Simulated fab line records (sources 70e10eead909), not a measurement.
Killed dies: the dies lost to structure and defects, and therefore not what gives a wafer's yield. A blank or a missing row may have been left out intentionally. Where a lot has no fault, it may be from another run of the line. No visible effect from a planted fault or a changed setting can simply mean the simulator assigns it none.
What tool caused it?	flow nand harc	72 wafers from 24 lots sampled at 6 of the route's 1302 steps

WHAT THE GAUGES READ, wafer by wafer
NHARC_P_M1_INSPECT_27.
lot	measured	on	raw defect count
L074	day 6 13:07	defect inspect-01	195 336 240
L075	day 6 16:20	defect inspect-02	98 211 180
L076	day 6 23:43	defect inspect-01	326 504 346
L077	day 7 18:08	defect inspect-02	248 272 242
L078	day 8 06:02	defect inspect-01	368 284 523
L079	day 8 12:55	defect inspect-01	288 426 223
L080	day 8 20:33	defect inspect-02	398 232 338
L081	day 9 13:10	defect inspect-01	223 146 336
L082	day 9 17:40	defect inspect-02	386 288 422
L083	day 10 02:44	defect inspect-01	518 267 412
L084	day 10 08:32	defect inspect-02	210 205 190
L085	day 10 23:33	defect inspect-01	514 638 483
L086	day 11 12:25	defect inspect-01	284 292 426
L087	day 12 12:08	defect inspect-02	354 185 277
L089	day 12 13:50	defect inspect-01	267 328 292
L088	day 12 14:10	defect inspect-02	197 429 514
L090	day 13 05:34	defect inspect-02	257 326 281
L091	day 13 12:55	defect inspect-01	167 192 167
L092	day 13 19:17	defect inspect-01	195 260 167
L093	day 14 10:39	defect inspect-01	300 222 577
L094	day 14 15:07	defect inspect-02	398 285 159
L095	day 14 23:14	defect inspect-01	361 218 186
L097	day 15 18:28	defect inspect-02	221 232 252
L096	day 15 19:31	defect inspect-02	207 192 290

NHARC_P_M2_OVL_MEAS_10: pitch 340 nm.
lot	measured	on	overlay x nm (nm)	overlay y nm (nm)
L074	day 6 14:28	overlay-02	-1.0 -0.6 -0.8	-0.5 -0.3 -0.3
L075	day 6 17:42	overlay-01	-0.1 -1.0 -0.7	-0.4 -1.5 -1.1
L076	day 7 01:12	overlay-01	-0.3 -0.1 0.6	-0.3 0.2 -0.7
L077	day 7 19:29	overlay-02	0.2 -0.7 -0.1	0.4 -0.1 0.4
L078	day 8 07:30	overlay-02	-0.2 -0.2 0.4	1.2 -0.1 1.1
L079	day 8 14:17	overlay-01	0.5 0.4 0.9	-0.3 -0.8 -0.5
L080	day 8 22:01	overlay-02	-0.9 -0.1 -0.7	0.7 0.5 0.9
L081	day 9 14:40	overlay-02	-0.1 -0.5 0.3	0.0 0.2 0.7
L082	day 9 19:08	overlay-02	-0.5 -0.6 0.1	1.1 0.9 0.5
L083	day 10 04:06	overlay-02	1.6 0.5 -0.1	0.7 0.9 0.5
L084	day 10 10:01	overlay-01	1.5 0.7 1.2	0.4 0.4 0.4
L085	day 11 01:02	overlay-01	1.2 1.1 0.8	-0.2 -0.1 0.4
L086	day 11 13:47	overlay-02	-0.1 -0.2 0.6	-1.0 -0.7 -1.7
L087	day 12 13:37	overlay-01	-2.1 -2.3 -2.4	0.3 -0.3 -0.3
L089	day 12 15:19	overlay-02	-0.3 -1.1 -0.8	-0.3 0.0 -0.3
L088	day 12 15:38	overlay-01	0.9 0.4 0.9	0.5 -0.4 -0.6
L090	day 13 06:55	overlay-01	-0.5 -0.8 0.3	-0.5 -0.4 0.0
L091	day 13 14:25	overlay-02	-0.6 -0.4 -0.3	-0.2 0.0 -0.4
L092	day 13 20:44	overlay-02	-0.6 -0.7 -0.5	-1.3 -0.4 -0.8
L093	day 14 11:59	overlay-02	1.4 1.2 1.1	0.8 1.7 1.3
L094	day 14 16:36	overlay-02	0.3 -0.3 0.3	0.0 -0.7 -0.9
L095	day 15 00:44	overlay-02	0.0 -0.5 -0.8	0.6 0.2 0.8
L097	day 15 19:57	overlay-01	0.3 1.0 0.9	-0.2 -0.4 -0.3
L096	day 15 21:03	overlay-01	1.2 1.0 1.0	0.3 0.2 0.3

WHICH TOOL RAN EACH LOT (tool, then ch and the chambers of the sampled wafers, then the start)
lot	NHARC_P_M0_ETCH_15	NHARC_P_M0_PRE_CLEAN_29	NHARC_P_M1_PRE_CLEAN_30	NHARC_P_M1_PRE_CLEAN_32
L074	rie diel-04 ch 1,3, day 6 06:35	pvd sputter-03, day 6 13:07 or earlier	pvd sputter-01, day 6 13:07 or earlier	pecvd-03 ch 0,1,2, day 6 13:11
L075	rie diel-04 ch 0,3, day 6 16:20 or earlier	pvd sputter-02, day 6 16:20 or earlier	pvd sputter-01, day 6 16:20 or earlier	pecvd-03 ch 0,2, day 6 16:25
L076	rie diel-07 ch 0,3, day 6 23:43 or earlier	pvd sputter-01, day 6 23:43 or earlier	pvd sputter-03, day 6 23:43 or earlier	pecvd-01 ch 0,1, day 6 23:49
L077	rie diel-09 ch 0,1, day 7 18:08 or earlier	pvd sputter-01, day 7 18:08 or earlier	pvd sputter-02, day 7 18:08 or earlier	pecvd-03 ch 0,1, day 7 18:12
L078	rie diel-09 ch 0,2,3, day 8 06:02 or earlier	pvd sputter-02, day 8 06:02 or earlier	pvd sputter-01, day 8 06:02 or earlier	pecvd-02 ch 0,1, day 8 06:07
L079	rie diel-09 ch 0,1,2, day 8 12:55 or earlier	pvd sputter-03, day 8 12:55 or earlier	pvd sputter-03, day 8 12:55 or earlier	pecvd-01 ch 0,2, day 8 13:00
L080	rie diel-07 ch 0,2, day 8 20:33 or earlier	pvd sputter-01, day 8 20:33 or earlier	pvd sputter-02, day 8 20:33 or earlier	pecvd-01 ch 0,2, day 8 20:37
L081	rie diel-09 ch 1,2, day 9 13:10 or earlier	pvd sputter-01, day 9 13:10 or earlier	pvd sputter-02, day 9 13:10 or earlier	pecvd-02 ch 0,1,2, day 9 13:15
L082	rie diel-07 ch 1,2, day 9 17:40 or earlier	pvd sputter-03, day 9 17:40 or earlier	pvd sputter-01, day 9 17:40 or earlier	pecvd-02 ch 0,1,2, day 9 17:44
L083	rie diel-04 ch 2,3, day 9 20:59 or earlier	pvd sputter-01, day 9 20:59	pvd sputter-02, day 10 02:44 or earlier	pecvd-02 ch 0,2, day 10 02:49
L084	rie diel-09 ch 1,2,3, day 10 08:32 or earlier	pvd sputter-03, day 10 08:32 or earlier	pvd sputter-03, day 10 08:32 or earlier	pecvd-02 ch 0,1,2, day 10 08:37
L085	rie diel-09 ch 0,1,3, day 10 23:33 or earlier	pvd sputter-03, day 10 23:33 or earlier	pvd sputter-01, day 10 23:33 or earlier	pecvd-03 ch 0,2, day 10 23:37
L086	rie diel-07 ch 0,1,2, day 11 12:25 or earlier	pvd sputter-03, day 11 12:25 or earlier	pvd sputter-01, day 11 12:25 or earlier	pecvd-01 ch 1,2, day 11 12:31
L087	rie diel-07 ch 2,3, day 12 12:08 or earlier	pvd sputter-03, day 12 12:08 or earlier	pvd sputter-02, day 12 12:08 or earlier	pecvd-03 ch 0,1,2, day 12 12:13
L089	rie diel-09 ch 0,1, day 12 13:50 or earlier	pvd sputter-03, day 12 13:50 or earlier	pvd sputter-01, day 12 13:50 or earlier	pecvd-02 ch 0,1,2, day 12 13:55
L088	rie diel-07 ch 0,1, day 12 14:10 or earlier	pvd sputter-01, day 12 14:10 or earlier	pvd sputter-02, day 12 14:10 or earlier	pecvd-03 ch 0,1,2, day 12 14:15
L090	rie diel-07 ch 0,2,3, day 13 05:34 or earlier	pvd sputter-01, day 13 05:34 or earlier	pvd sputter-03, day 13 05:34 or earlier	pecvd-01 ch 0,1, day 13 05:38
L091	rie diel-07 ch 0,2,3, day 13 12:55 or earlier	pvd sputter-03, day 13 12:55 or earlier	pvd sputter-03, day 13 12:55 or earlier	pecvd-02 ch 0,1,2, day 13 13:01
L092	rie diel-09 ch 0,1,3, day 13 19:17 or earlier	pvd sputter-02, day 13 19:17 or earlier	pvd sputter-01, day 13 19:17 or earlier	pecvd-03 ch 1,2, day 13 19:20
L093	rie diel-09 ch 2,3, day 14 10:39 or earlier	pvd sputter-01, day 14 10:39 or earlier	pvd sputter-02, day 14 10:39 or earlier	pecvd-03 ch 1,2, day 14 10:44
L094	rie diel-07 ch 1,2,3, day 14 15:07 or earlier	pvd sputter-01, day 14 15:07 or earlier	pvd sputter-02, day 14 15:07 or earlier	pecvd-03 ch 0,2, day 14 15:11
L095	rie diel-04 ch 2,3, day 14 23:14 or earlier	pvd sputter-02, day 14 23:14 or earlier	pvd sputter-01, day 14 23:14 or earlier	pecvd-03 ch 0,1,2, day 14 23:19
L097	rie diel-09 ch 1,2,3, day 15 18:28 or earlier	pvd sputter-01, day 15 18:28 or earlier	pvd sputter-01, day 15 18:28 or earlier	pecvd-03 ch 0,1,2, day 15 18:33
L096	rie diel-07 ch 0,2,3, day 15 19:31 or earlier	pvd sputter-02, day 15 19:31 or earlier	pvd sputter-02, day 15 19:31 or earlier	pecvd-01 ch 1,2, day 15 19:35
- NHARC_P_M0_ETCH_15: etches the open film in C4F8/Ar, target depth 150 nm, overetch 15 nm, time 82.5 s.
- NHARC_P_M0_PRE_CLEAN_29: time 30 s.
- NHARC_P_M1_PRE_CLEAN_30: time 30 s.
- NHARC_P_M1_PRE_CLEAN_32: time 12 s.

WHAT THE TOOLS THEMSELVES READ (means of the sampled wafers that have a number; where no wafer has one, the mark that the record gives instead)
NHARC_P_M0_ETCH_15.
lot	tool	oes product au (a.u.)	rf fwd power W (W)	rf vpp V (V)
L074	rie diel-04	0.931	596.7	440.3
L075	rie diel-04	0.922	597.8	438.4
L076	rie diel-07	0.960	594.8	440.7
L077	rie diel-09	0.961	596.5	439.4
L078	rie diel-09	0.970	595.9	440.9
L079	rie diel-09	0.972	595.7	438.8
L080	rie diel-07	0.962	595.5	442.7
L081	rie diel-09	0.968	597.7	438.3
L082	rie diel-07	0.960	596.9	442.7
L083	rie diel-04	0.922	597.9	438.5
L084	rie diel-09	0.958	595.3	441.2
L085	rie diel-09	0.972	594.7	440.4
L086	rie diel-07	0.921	596.7	443.2
L087	rie diel-07	0.920	596.3	440.6
L089	rie diel-09	0.954	595.5	439.5
L088	rie diel-07	0.977	597.1	444.3
L090	rie diel-07	0.929	595.5	441.0
L091	rie diel-07	0.923	596.5	441.2
L092	rie diel-09	0.919	594.5	440.1
L093	rie diel-09	0.964	595.3	440.1
L094	rie diel-07	0.955	596.9	442.2
L095	rie diel-04	0.927	594.8	440.0
L097	rie diel-09	0.975	596.8	440.7
L096	rie diel-07	0.968	596.2	441.1

NHARC_P_M0_PRE_CLEAN_29.
lot	tool	heater power w (W)
L074	pvd sputter-03	388
L075	pvd sputter-02	443
L076	pvd sputter-01	426
L077	pvd sputter-01	397
L078	pvd sputter-02	415
L079	pvd sputter-03	436
L080	pvd sputter-01	400
L081	pvd sputter-01	409
L082	pvd sputter-03	371
L083	pvd sputter-01	398
L084	pvd sputter-03	395
L085	pvd sputter-03	375
L086	pvd sputter-03	356
L087	pvd sputter-03	420
L089	pvd sputter-03	378
L088	pvd sputter-01	417
L090	pvd sputter-01	403
L091	pvd sputter-03	380
L092	pvd sputter-02	451
L093	pvd sputter-01	397
L094	pvd sputter-01	414
L095	pvd sputter-02	414
L097	pvd sputter-01	387
L096	pvd sputter-02	453

NHARC_P_M1_PRE_CLEAN_30.
lot	tool	heater power w (W)
L074	pvd sputter-01	393
L075	pvd sputter-01	400
L076	pvd sputter-03	358
L077	pvd sputter-02	455
L078	pvd sputter-01	403
L079	pvd sputter-03	431
L080	pvd sputter-02	427
L081	pvd sputter-02	430
L082	pvd sputter-01	399
L083	pvd sputter-02	431
L084	pvd sputter-03	394
L085	pvd sputter-01	407
L086	pvd sputter-01	395
L087	pvd sputter-02	456
L089	pvd sputter-01	397
L088	pvd sputter-02	454
L090	pvd sputter-03	410
L091	pvd sputter-03	406
L092	pvd sputter-01	393
L093	pvd sputter-02	447
L094	pvd sputter-02	447
L095	pvd sputter-01	403
L097	pvd sputter-01	399
L096	pvd sputter-02	449

NHARC_P_M1_PRE_CLEAN_32.
lot	tool	heater power w (W)	rf fwd power W (W)
L074	pecvd-03	688	293.1
L075	pecvd-03	681	292.4
L076	pecvd-01	680	292.4
L077	pecvd-03	626	292.3
L078	pecvd-02	673	292.9
L079	pecvd-01	615	293.8
L080	pecvd-01	675	292.9
L081	pecvd-02	691	292.3
L082	pecvd-02	652	292.5
L083	pecvd-02	659	293.0
L084	pecvd-02	663	291.5
L085	pecvd-03	652	292.9
L086	pecvd-01	594	292.9
L087	pecvd-03	642	292.1
L089	pecvd-02	653	291.5
L088	pecvd-03	647	292.6
L090	pecvd-01	626	293.0
L091	pecvd-02	688	291.9
L092	pecvd-03	576	292.2
L093	pecvd-03	573	292.6
L094	pecvd-03	723	292.1
L095	pecvd-03	653	292.7
L097	pecvd-03	614	293.7
L096	pecvd-01	556	293.5

THE ANSWER, worked out from the rows above alone
Rule: the usual values come from the lots themselves. The widest of any qualifying gaps counts: lots, ordered by their means at a reading, are off when they make up no more than a third of the lots, leave a main group of 4 or more, and stand apart from it by 3 or more times the standard deviation of that group's means. If all means in a main group match to the digits the tables above print for the reading, that group is not used. A lot without any number at a reading at which 4 lots or more have one is off too. Any other lot the step has rows for is counted as sound. The gauges are gone through in route order, then the tools' own readings, and for those a lot's mean is taken as printed above. The first step at which some lot is off is used, and at that step the reading that is off furthest; a lot without a number counts as furthest.
None of the lots is off at any reading shown; this tells nothing.

WHAT THE SIMULATOR HAD INSERTED
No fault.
